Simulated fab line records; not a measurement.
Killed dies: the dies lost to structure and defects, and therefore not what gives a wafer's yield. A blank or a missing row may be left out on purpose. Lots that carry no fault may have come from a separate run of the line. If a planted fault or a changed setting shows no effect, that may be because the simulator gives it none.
fab line records	flow nand_harc
[record] lots = 24	wafers = 72	last_day = 34
route steps=1302 shown A_BLC@1123 A_M1@1182 A_BONDPAD@1221
lots with no fault: from the same line, run without faults
start_h: hours from the record's first day to the start of the lot's first wafer shown	wait_h: hours since the lot's step before	" as in the row above	L1.1+2: several wafers, shown together as one row	- value missing, or start not given	* or withheld: withheld	< > ~ a bound
route shown NAME@n: names a module that has steps shown in the file, with the first one's number in the route	usual: the fault-free wafers' mean and standard deviation	same: alike in all rows	chamber/n: place in a boat	sites: per-site readings	_std_site: the values' standard deviation	_edge_site: mean of outer sites minus mean of inner sites	radius_mm: how far each site lies from the wafer's centre	mask NAME#n: copy n	behind: tool/chamber where the wafer was last shaped	hold: cause of the lot's hold/its duration in hours/its outcome	device: whichever transistor did not switch (one of n, p or np)	end of line: tests run on the same wafers once the route is complete	for a step that has no rows: nothing shown but its recipe	killed: dies lost to structure and defects at the first sort, not the wafer's yield	map: dies across one wafer; x = killed, . = not, _ = none there
set.NAME: the setting that was run; set.NAME@STEP: the one run at that earlier step	model.NAME: the simulator's own value behind a step, which no gauge read
one table for each step of the route and one row for each wafer, over a sample of lots
services: the hour from which a tool's chamber was out of use, counted from the record's first day as start_h (under 0 if before that day), plus the number of hours and why
[[steps]]
[step NHARC_A_BLC_ETCH_18]
[recipe] target_depth_a = 9100	c4f8_flow_sccm = 20	o2_flow_sccm = 10	ar_flow_sccm = withheld	rf_w = 600	bias_w = 1500	chemistry = C4F8/O2/Ar
[usual] bias_w = 1500/4.8	oes_product_au = 0.946/0.022	rf_vpp_V = 977/5.1
lot.wafer	tool	chamber	start_h	wait_h	bias_w	oes_product_au	rf_hours_counter_h	rf_vpp_V
L074.1	rie_diel-11	2	-	-	1495	0.912	5	969
L074.3	"	3	"	"	1507	0.921	5	976
L074.5	"	2	"	"	1500	0.929	-	970
L075.1	rie_diel-06	2	-	-	1501	0.967	2	971
L075.4	"	3	"	"	1488	0.980	3	970
L075.2	"	0	"	"	1507	0.961	3	976
L077.1	rie_diel-11	2	-	-	1497	0.928	7	971
L077.5	"	3	"	"	1493	0.928	-	977
L077.6	"	0	"	"	1495	0.914	-	983
L076.4	rie_diel-11	0	-	-	1504	0.954	7	983
L076.1	"	1	"	"	1501	0.966	7	983
L076.5	"	1	"	"	1505	0.973	-	983
L079.2	rie_diel-11	0	-	-	1506	0.972	9	983
L079.1	"	2	"	"	1491	0.977	9	970
L079.6	"	1	"	"	1488	0.982	-	984
L081.4	rie_diel-06	3	-	-	1497	0.923	5	972
L081.3	"	0	"	"	1490	0.922	6	977
L081.5	"	3	"	"	1509	0.922	-	972
L078.3	rie_diel-06	1	-	-	1503	0.962	7	968
L078.5	"	1	"	"	1506	0.971	-	968
L078.6	"	2	"	"	1498	0.979	-	973
L080.3	rie_diel-09	2	-	-	1503	0.971	28	978
L080.5	"	2	"	"	1497	0.979	-	978
L080.6	"	3	"	"	1497	0.978	-	982
L083.1	rie_diel-06	1	-	-	1499	0.931	9	966
L083.6	"	3	"	"	1500	0.927	-	974
L083.5	"	0	"	"	1504	0.923	-	977
L082.3	rie_diel-09	3	-	-	1509	0.926	34	982
L082.2	"	0	"	"	1498	0.927	35	972
L082.1	"	1	"	"	1501	0.921	36	976
L085.4	rie_diel-09	2	-	-	1501	0.934	35	979
L085.2	"	0	"	"	1504	0.921	36	973
L085.6	"	1	"	"	1502	0.921	-	977
L084.3	rie_diel-09	2	-	-	1497	0.964	37	980
L084.4	"	1	"	"	1496	0.959	38	977
L084.6	"	2	"	"	1498	0.969	-	977
L086.4	rie_diel-06	3	-	-	1497	0.931	11	972
L086.2	"	1	"	"	1502	0.932	12	968
L086.1	"	2	"	"	1497	0.922	11	973
L088.1	rie_diel-09	0	-	-	1505	0.928	57	973
L088.6	"	3	"	"	1497	0.931	-	981
L088.5	"	0	"	"	1507	0.924	-	972
L089.1	rie_diel-11	1	-	-	1498	0.979	2	984
L089.2	"	3	"	"	1509	0.964	2	977
L089.6	"	0	"	"	1504	0.986	-	983
L087.1	rie_diel-11	2	-	-	1505	0.938	3	969
L087.5	"	3	"	"	1505	0.949	-	978
L087.6	"	0	"	"	1505	0.952	-	980
L090.2	rie_diel-11	3	-	-	1495	0.973	2	977
L090.4	"	0	"	"	1503	0.973	2	983
L090.6	"	3	"	"	1503	0.986	-	976
L091.2	rie_diel-11	1	-	-	1500	0.918	4	983
L091.1	"	2	"	"	1502	0.920	4	969
L091.4	"	3	"	"	1492	0.928	3	975
L093.2	rie_diel-11	3	-	-	1499	0.933	4	976
L093.3	"	1	"	"	1503	0.919	5	984
L093.5	"	3	"	"	1510	0.921	-	976
L092.4	rie_diel-11	0	-	-	1505	0.929	4	982
L092.3	"	1	"	"	1493	0.919	5	982
L092.5	"	0	"	"	1498	0.932	-	984
L094.3	rie_diel-11	3	-	-	1501	0.953	5	975
L094.4	"	0	"	"	1505	0.942	5	982
L094.2	"	1	"	"	1500	0.943	6	983
L095.2	rie_diel-09	3	-	-	1487	0.962	17	981
L095.1	"	1	"	"	1508	0.981	13	976
L095.3	"	2	"	"	1500	0.960	17	979
L096.2	rie_diel-11	0	-	-	1497	0.942	7	984
L096.1	"	1	"	"	1492	0.925	7	985
L096.5	"	3	"	"	1494	0.927	-	977
L097.2	rie_diel-11	3	-	-	1500	0.971	8	975
L097.4	"	1	"	"	1502	0.954	-	984
L097.6	"	2	"	"	1502	0.968	-	969
[step NHARC_A_M1_DESCUM_14]
[recipe] time_s = 3	o2_flow_sccm = 200	ar_flow_sccm = 0	bias_power_w = 0	chemistry = O2
[usual] drypump_motor_current_A = 5.7/0.49	oes_product_au = 1.001/0.0079	rf_vpp_V = 57.6/0.88	showerhead_plenum_p_Torr = 1.90/0.066	throttle_valve_pct = 11.312/0.0091
lot.wafer	tool	chamber	start_h	wait_h	drypump_motor_current_A	oes_product_au	rf_hours_counter_h	rf_vpp_V	showerhead_plenum_p_Torr	throttle_valve_pct
L074.3	rie_diel-02	3	529.22	0.1	5.8	1.001	3.0	57.0	1.88	11.295
L074.1	"	1	"	"	5.1	0.992	3.8	58.0	2.04	11.318
L074.5	"	2	"	"	5.3	0.990	-	58.7	1.89	11.313
L075.1	rie_diel-07	0	538.98	0.1	6.3	0.999	2.9	56.9	1.81	11.305
L075.2	"	1	"	"	6.1	1.002	2.5	56.5	1.86	11.303
L075.4	"	2	"	"	5.0	1.004	4.2	58.3	1.91	11.323
L077.1	rie_diel-02	3	546.49	0.1	5.8	1.006	3.3	58.0	1.88	11.320
L077.6	"	3	"	"	5.8	1.002	-	57.3	1.88	11.313
L077.5	"	0	"	"	6.3	0.997	-	59.0	1.86	11.322
L076.1	rie_diel-07	3	555.50	0.1	5.8	0.989	4.4	57.7	2.00	11.315
L076.4	"	1	"	"	6.1	0.989	3.8	57.8	1.86	11.310
L076.5	"	0	"	"	6.3	0.991	-	57.1	1.81	11.317
L079.2	rie_diel-02	0	581.05	0.1	6.4	1.001	0	58.3	1.86	11.304
L079.1	"	1	"	"	5.2	0.997	0	58.2	2.04	11.317
L079.6	"	3	"	"	5.8	1.012	-	57.8	1.88	11.305
L081.4	rie_diel-02	3	586.37	0.1	5.8	1.015	0.1	58.0	1.88	11.293
L081.3	"	1	"	"	5.1	1.007	0.1	58.2	2.04	11.300
L081.5	"	2	"	"	5.3	1.005	-	57.3	1.89	11.309
L078.3	rie_diel-01	1	589.06	0.1	5.8	0.999	1.7	58.5	1.97	11.316
L078.5	"	1	"	"	5.8	1.011	-	58.1	1.97	11.296
L078.6	"	2	"	"	5.2	1.005	-	56.7	1.82	11.306
L080.3	rie_diel-01	1	594.70	0.1	5.8	1.025	2.0	58.4	1.97	11.310
L080.6	"	2	"	"	5.1	1.009	-	58.5	1.82	11.311
L080.5	"	3	"	"	6.5	0.999	-	58.0	1.89	11.311
L083.1	rie_diel-07	1	614.24	0.1	6.1	0.985	7.6	58.0	1.86	11.317
L083.5	"	0	"	"	6.3	0.993	-	58.2	1.81	11.313
L083.6	"	1	"	"	6.1	0.993	-	56.6	1.86	11.315
L082.1	rie_diel-01	0	617.59	0.1	5.4	0.999	3.8	57.4	1.84	11.313
L082.3	"	1	"	"	5.8	1.015	3.5	58.8	1.97	11.314
L082.2	"	3	"	"	6.5	1.001	3.6	56.2	1.89	11.304
L085.2	rie_diel-02	3	619.80	0.1	5.8	1.011	1.1	57.6	1.88	11.318
L085.4	"	0	"	"	6.3	1.013	1.4	57.8	1.86	11.305
L085.6	"	3	"	"	5.8	1.011	-	57.1	1.88	11.320
L084.4	rie_diel-07	2	623.36	0.1	5.0	0.995	10.2	58.1	1.91	11.302
L084.3	"	3	"	"	5.8	0.989	9.2	58.5	2.00	11.313
L084.6	"	3	"	"	5.8	1.002	-	59.1	2.00	11.306
L086.1	rie_diel-01	2	657.00	0.1	5.2	1.003	5.3	57.3	1.82	11.307
L086.2	"	3	"	"	6.5	0.991	5.3	57.1	1.89	11.324
L086.4	"	1	"	"	5.7	1.002	-	57.3	1.97	11.315
L088.1	rie_diel-02	0	671.45	0.1	6.3	0.996	2.5	56.2	1.86	11.293
L088.5	"	2	"	"	5.2	1.012	-	56.7	1.89	11.322
L088.6	"	3	"	"	5.9	1.006	-	56.2	1.88	11.307
L089.1	rie_diel-07	3	673.76	0.1	5.8	1.002	1.0	58.0	2.00	11.295
L089.2	"	0	"	"	6.3	1.001	1.3	58.1	1.81	11.326
L089.6	"	2	"	"	5.0	0.991	-	57.6	1.91	11.289
L087.1	rie_diel-01	2	677.94	0.1	5.2	1.005	6.3	56.4	1.82	11.315
L087.5	"	0	"	"	5.5	0.997	-	57.5	1.84	11.308
L087.6	"	1	"	"	5.8	0.994	-	56.9	1.97	11.308
L090.4	rie_diel-07	1	679.63	0.1	6.1	1.000	1.8	57.0	1.86	11.310
L090.2	"	2	"	"	5.0	1.001	1.5	57.4	1.91	11.305
L090.6	"	2	"	"	4.9	1.003	-	56.4	1.91	11.319
L091.2	rie_diel-02	1	699.72	0.1	5.2	1.005	4.1	59.5	2.04	11.304
L091.1	"	2	"	"	5.3	1.016	3.4	58.3	1.89	11.317
L091.4	"	3	"	"	5.8	1.008	2.8	56.0	1.88	11.321
L093.2	rie_diel-01	3	713.23	0.1	6.5	0.996	7.8	57.6	1.89	11.304
L093.3	"	1	"	"	5.7	0.998	8.8	58.4	1.97	11.320
L093.5	"	3	"	"	6.5	0.994	-	57.2	1.89	11.309
L092.3	rie_diel-02	2	715.33	0.1	5.3	1.004	3.7	57.3	1.89	11.309
L092.4	"	1	"	"	5.2	1.006	4.4	58.4	2.04	11.317
L092.5	"	3	"	"	5.8	1.026	-	56.6	1.88	11.315
L094.3	rie_diel-02	3	728.92	0.1	5.8	1.002	3.1	57.2	1.88	11.309
L094.4	"	0	"	"	6.4	0.997	3.9	56.8	1.86	11.301
L094.2	"	1	"	"	5.2	1.004	4.4	57.8	2.04	11.303
L095.2	rie_diel-07	2	730.11	0.1	5.0	0.993	4.4	56.0	1.91	11.321
L095.1	"	0	"	"	6.3	0.978	5.0	56.4	1.80	11.309
L095.3	"	1	"	"	6.1	0.988	5.4	57.1	1.86	11.319
L096.2	rie_diel-01	1	750.40	0.1	5.8	0.996	0.1	58.2	1.97	11.308
L096.1	"	3	"	"	6.4	1.002	0.2	55.7	1.88	11.308
L096.5	"	0	"	"	5.5	0.986	-	57.4	1.83	11.307
L097.4	rie_diel-02	0	769.60	0.1	6.3	1.000	0.1	57.7	1.86	11.312
L097.2	"	2	"	"	5.2	0.999	0.1	58.1	1.89	11.319
L097.6	"	0	"	"	6.3	1.000	-	57.2	1.86	11.326
[step NHARC_A_M1_PRE_CLEAN_30]
[recipe] time_s = 30	temp_c = 280	gas = H2/He
[usual] heater_power_w = 450/32
lot.wafer	tool	chamber	start_h	wait_h	heater_power_w
L074.1	pvd_sputter-02	-	-	-	469
L074.3	"	-	"	"	463
L074.5	"	-	"	"	462
L075.4	pvd_sputter-02	-	-	-	439
L075.2	"	-	"	"	445
L075.1	"	-	"	"	411
L077.1	pvd_sputter-03	-	-	-	432
L077.6	"	-	"	"	436
L077.5	"	-	"	"	460
L076.4	pvd_sputter-03	-	-	-	433
L076.1	"	-	"	"	457
L076.5	"	-	"	"	455
L079.2	pvd_sputter-02	-	-	-	429
L079.1	"	-	"	"	465
L079.6	"	-	"	"	439
L081.4	pvd_sputter-03	-	-	-	459
L081.3	"	-	"	"	469
L081.5	"	-	"	"	452
L078.3	pvd_sputter-03	-	-	-	439
L078.5	"	-	"	"	478
L078.6	"	-	"	"	461
L080.3	pvd_sputter-02	-	-	-	412
L080.5	"	-	"	"	433
L080.6	"	-	"	"	450
L083.1	pvd_sputter-02	-	-	-	410
L083.5	"	-	"	"	411
L083.6	"	-	"	"	431
L082.1	pvd_sputter-03	-	-	-	458
L082.3	"	-	"	"	432
L082.2	"	-	"	"	473
L085.2	pvd_sputter-01	-	-	-	483
L085.4	"	-	"	"	393
L085.6	"	-	"	"	438
L084.3	pvd_sputter-03	-	-	-	444
L084.4	"	-	"	"	492
L084.6	"	-	"	"	441
L086.1	pvd_sputter-01	-	-	-	497
L086.2	"	-	"	"	439
L086.4	"	-	"	"	499
L088.1	pvd_sputter-03	-	-	-	469
L088.5	"	-	"	"	448
L088.6	"	-	"	"	469
L089.2	pvd_sputter-02	-	-	-	488
L089.1	"	-	"	"	479
L089.6	"	-	"	"	497
L087.1	pvd_sputter-01	-	-	-	388
L087.6	"	-	"	"	495
L087.5	"	-	"	"	453
L090.4	pvd_sputter-01	-	-	-	501
L090.2	"	-	"	"	507
L090.6	"	-	"	"	440
L091.4	pvd_sputter-01	-	-	-	454
L091.1	"	-	"	"	499
L091.2	"	-	"	"	395
L093.2	pvd_sputter-03	-	-	-	429
L093.3	"	-	"	"	466
L093.5	"	-	"	"	447
L092.4	pvd_sputter-01	-	-	-	491
L092.3	"	-	"	"	439
L092.5	"	-	"	"	518
L094.2	pvd_sputter-03	-	-	-	456
L094.4	"	-	"	"	431
L094.3	"	-	"	"	424
L095.3	pvd_sputter-02	-	-	-	495
L095.2	"	-	"	"	373
L095.1	"	-	"	"	438
L096.2	pvd_sputter-02	-	-	-	480
L096.1	"	-	"	"	443
L096.5	"	-	"	"	462
L097.4	pvd_sputter-02	-	-	-	471
L097.2	"	-	"	"	382
L097.6	"	-	"	"	461
[step NHARC_A_M1_ANNEAL_31]
[recipe] temp_c = 225	time_s = 90
[usual] wafer_temp_C_max = 225.85/0.22
lot.wafer	tool	chamber	start_h	wait_h	wafer_temp_C_max
L074.1	rtp_anneal-02	0	530.96	-	225.66
L074.3	"	0	"	"	225.74
L074.5	"	0	"	"	225.24
L075.1	rtp_anneal-01	0	540.73	-	226.26
L075.2	"	0	"	"	225.64
L075.4	"	0	"	"	225.98
L077.1	rtp_anneal-01	0	548.24	-	225.81
L077.5	"	0	"	"	225.83
L077.6	"	0	"	"	225.56
L076.1	rtp_anneal-02	0	557.26	0.3	225.93
L076.4	"	0	"	"	226.07
L076.5	"	0	"	"	226.24
L079.1	rtp_anneal-01	0	582.80	0.3	225.79
L079.2	"	0	"	"	225.76
L079.6	"	0	"	"	226.26
L081.3	rtp_anneal-02	0	588.22	-	226.05
L081.4	"	0	"	"	225.76
L081.5	"	0	"	"	225.90
L078.3	rtp_anneal-02	0	590.92	0.3	225.76
L078.5	"	0	"	"	225.85
L078.6	"	0	"	"	225.75
L080.3	rtp_anneal-02	0	596.62	0.3	226.13
L080.5	"	0	"	"	225.95
L080.6	"	0	"	"	226.14
L083.1	rtp_anneal-02	0	615.98	-	226.08
L083.5	"	0	"	"	226.26
L083.6	"	0	"	"	225.73
L082.1	rtp_anneal-01	0	619.35	-	226.24
L082.2	"	0	"	"	225.70
L082.3	"	0	"	"	225.89
L085.2	rtp_anneal-02	0	621.61	0.3	226.29
L085.4	"	0	"	"	225.80
L085.6	"	0	"	"	225.66
L084.3	rtp_anneal-01	0	625.29	-	225.78
L084.4	"	0	"	"	225.80
L084.6	"	0	"	"	226.03
L086.1	rtp_anneal-02	0	658.81	0.3	225.51
L086.2	"	0	"	"	225.79
L086.4	"	0	"	"	225.51
L088.1	rtp_anneal-01	0	673.20	-	225.68
L088.5	"	0	"	"	225.73
L088.6	"	0	"	"	225.93
L089.1	rtp_anneal-02	0	675.51	0.3	225.89
L089.2	"	0	"	"	225.91
L089.6	"	0	"	"	225.49
L087.1	rtp_anneal-01	0	679.68	-	226.20
L087.5	"	0	"	"	226.00
L087.6	"	0	"	"	226.23
L090.2	rtp_anneal-01	0	681.44	-	225.81
L090.4	"	0	"	"	226.04
L090.6	"	0	"	"	226.01
L091.1	rtp_anneal-02	0	701.48	0.3	225.91
L091.2	"	0	"	"	225.49
L091.4	"	0	"	"	225.68
L093.2	rtp_anneal-01	0	715.52	0.3	225.87
L093.3	"	0	"	"	226.11
L093.5	"	0	"	"	226.02
L092.3	rtp_anneal-01	0	717.21	-	226.02
L092.4	"	0	"	"	225.76
L092.5	"	0	"	"	225.87
L094.2	rtp_anneal-01	0	730.73	0.4	225.53
L094.3	"	0	"	"	225.87
L094.4	"	0	"	"	225.93
L095.1	rtp_anneal-02	0	732.31	0.3	225.66
L095.2	"	0	"	"	225.57
L095.3	"	0	"	"	225.65
L096.1	rtp_anneal-01	0	752.15	0.3	225.82
L096.2	"	0	"	"	225.84
L096.5	"	0	"	"	225.62
L097.2	rtp_anneal-02	0	771.42	-	225.93
L097.4	"	0	"	"	225.94
L097.6	"	0	"	"	226.29
[step NHARC_A_BONDPAD_CD_MEAS_13]
[usual] cd_nm = 498.8/1.4
lot.wafer	tool	chamber	start_h	wait_h	cd_nm
L074.1	cd_sem-01	-	534.35	-	500.7
L074.3	"	-	"	"	503.3
L074.5	"	-	"	"	500.6
L075.1	cd_sem-02	-	544.39	-	496.7
L075.2	"	-	"	"	496.7
L075.4	"	-	"	"	498.2
L077.1	cd_sem-01	-	551.39	-	499.4
L077.5	"	-	"	"	499.2
L077.6	"	-	"	"	498.9
L076.1	cd_sem-01	-	560.53	-	500.6
L076.4	"	-	"	"	498.2
L076.5	"	-	"	"	498.6
L079.1	cd_sem-02	-	586.07	-	500.9
L079.2	"	-	"	"	502.0
L079.6	"	-	"	"	498.7
L081.3	cd_sem-01	-	591.26	-	499.2
L081.4	"	-	"	"	497.3
L081.5	"	-	"	"	499.2
L078.3	cd_sem-03	-	594.21	-	498.5
L078.5	"	-	"	"	498.8
L078.6	"	-	"	"	499.7
L080.3	cd_sem-03	-	599.67	-	497.8
L080.5	"	-	"	"	501.1
L080.6	"	-	"	"	498.6
L083.1	cd_sem-01	-	619.21	-	499.5
L083.5	"	-	"	"	499.8
L083.6	"	-	"	"	500.8
L082.1	cd_sem-01	-	622.48	-	499.0
L082.2	"	-	"	"	500.3
L082.3	"	-	"	"	500.2
L085.2	cd_sem-03	-	624.69	-	499.6
L085.4	"	-	"	"	499.0
L085.6	"	-	"	"	497.5
L084.3	cd_sem-01	-	628.45	-	499.9
L084.4	"	-	"	"	498.9
L084.6	"	-	"	"	498.3
L086.1	cd_sem-02	-	662.07	-	497.9
L086.2	"	-	"	"	497.8
L086.4	"	-	"	"	498.5
L088.1	cd_sem-03	-	676.60	-	496.5
L088.5	"	-	"	"	498.9
L088.6	"	-	"	"	497.2
L089.1	cd_sem-02	-	679.10	-	498.6
L089.2	"	-	"	"	496.6
L089.6	"	-	"	"	498.6
L087.1	cd_sem-03	-	682.81	-	499.8
L087.5	"	-	"	"	499.2
L087.6	"	-	"	"	500.5
L090.2	cd_sem-03	-	684.68	-	498.9
L090.4	"	-	"	"	498.8
L090.6	"	-	"	"	497.6
L091.1	cd_sem-03	-	704.80	-	500.4
L091.2	"	-	"	"	499.8
L091.4	"	-	"	"	497.6
L093.2	cd_sem-02	-	718.74	-	497.0
L093.3	"	-	"	"	498.3
L093.5	"	-	"	"	497.1
L092.3	cd_sem-03	-	720.29	-	498.8
L092.4	"	-	"	"	500.3
L092.5	"	-	"	"	499.5
L094.2	cd_sem-02	-	733.90	-	499.0
L094.3	"	-	"	"	498.7
L094.4	"	-	"	"	496.5
L095.1	cd_sem-03	-	735.62	-	500.3
L095.2	"	-	"	"	500.6
L095.3	"	-	"	"	500.9
L096.1	cd_sem-02	-	755.28	-	496.1
L096.2	"	-	"	"	495.8
L096.5	"	-	"	"	497.0
L097.2	cd_sem-02	-	774.67	-	499.7
L097.4	"	-	"	"	499.4
L097.6	"	-	"	"	497.1
[step NHARC_A_BONDPAD_DEGAS_25]
[recipe] temp_c = 300	time_s = 60
[usual] heater_power_w = 511/40
lot.wafer	tool	chamber	start_h	wait_h	heater_power_w
L074.1	pvd_sputter-01	-	534.98	-	437
L074.3	"	-	"	"	576
L074.5	"	-	"	"	561
L075.4	pvd_sputter-02	-	545.03	-	518
L075.1	"	-	"	"	458
L075.2	"	-	"	"	519
L077.1	pvd_sputter-03	-	552.02	-	506
L077.6	"	-	"	"	502
L077.5	"	-	"	"	495
L076.1	pvd_sputter-01	-	561.17	-	441
L076.4	"	-	"	"	553
L076.5	"	-	"	"	576
L079.1	pvd_sputter-02	-	586.69	-	455
L079.2	"	-	"	"	512
L079.6	"	-	"	"	470
L081.4	pvd_sputter-03	-	591.88	-	509
L081.3	"	-	"	"	514
L081.5	"	-	"	"	507
L078.3	pvd_sputter-03	-	594.85	-	509
L078.5	"	-	"	"	517
L078.6	"	-	"	"	499
L080.3	pvd_sputter-03	-	600.31	-	527
L080.5	"	-	"	"	538
L080.6	"	-	"	"	510
L083.1	pvd_sputter-03	-	619.87	-	541
L083.5	"	-	"	"	501
L083.6	"	-	"	"	536
L082.1	pvd_sputter-02	-	623.11	-	525
L082.3	"	-	"	"	491
L082.2	"	-	"	"	514
L085.4	pvd_sputter-02	-	625.31	-	522
L085.2	"	-	"	"	494
L085.6	"	-	"	"	519
L084.3	pvd_sputter-01	-	629.07	-	552
L084.4	"	-	"	"	439
L084.6	"	-	"	"	438
L086.2	pvd_sputter-02	-	662.69	-	493
L086.1	"	-	"	"	567
L086.4	"	-	"	"	550
L088.1	pvd_sputter-01	-	677.24	-	564
L088.5	"	-	"	"	525
L088.6	"	-	"	"	570
L089.2	pvd_sputter-02	-	679.74	-	547
L089.1	"	-	"	"	431
L089.6	"	-	"	"	539
L087.1	pvd_sputter-02	-	683.45	-	569
L087.5	"	-	"	"	428
L087.6	"	-	"	"	491
L090.2	pvd_sputter-01	-	685.31	-	577
L090.4	"	-	"	"	434
L090.6	"	-	"	"	567
L091.1	pvd_sputter-01	-	705.47	-	557
L091.2	"	-	"	"	576
L091.4	"	-	"	"	435
L093.3	pvd_sputter-03	-	719.37	-	485
L093.2	"	-	"	"	499
L093.5	"	-	"	"	503
L092.4	pvd_sputter-02	-	720.91	-	575
L092.3	"	-	"	"	442
L092.5	"	-	"	"	544
L094.3	pvd_sputter-02	-	734.58	-	542
L094.4	"	-	"	"	426
L094.2	"	-	"	"	505
L095.2	pvd_sputter-03	-	736.26	-	529
L095.3	"	-	"	"	489
L095.1	"	-	"	"	482
L096.1	pvd_sputter-01	-	755.90	-	558
L096.2	"	-	"	"	566
L096.5	"	-	"	"	434
L097.2	pvd_sputter-03	-	775.31	-	497
L097.4	"	-	"	"	481
L097.6	"	-	"	"	499
[[services]]
tool	chamber	start_h	hours	kind
rie_diel-01	2	510.22	2.7	repair
pvd_sputter-02	-	513.27	4.8	repair
pvd_sputter-03	-	528.49	1.9	repair
rie_diel-01	-	557.80	9.0	pm
rie_diel-07	1	564.32	15.5	repair
pvd_sputter-01	-	569.13	16.8	repair
rie_diel-02	-	570.74	9.0	pm
pvd_sputter-01	-	585.95	10.0	pm
rie_diel-11	1	603.66	2.5	repair
rie_diel-11	-	609.50	9.0	pm
rie_diel-07	1	614.71	5.5	repair
rie_diel-02	3	620.46	6.7	repair
rie_diel-01	3	624.05	5.0	repair
pvd_sputter-02	-	642.53	10.0	pm
pvd_sputter-03	-	674.29	7.3	repair
rie_diel-02	2	687.50	4.1	repair
pvd_sputter-03	-	704.04	10.0	pm
rie_diel-02	2	730.79	4.7	repair
rtp_anneal-02	-	744.00	12.0	pm
rie_diel-02	-	747.74	9.0	pm
rie_diel-02	2	757.19	9.5	repair
rie_diel-11	0	757.89	9.8	repair
pvd_sputter-01	-	763.95	10.0	pm
rie_diel-11	1	773.69	2.8	repair
[[key]]
fault none
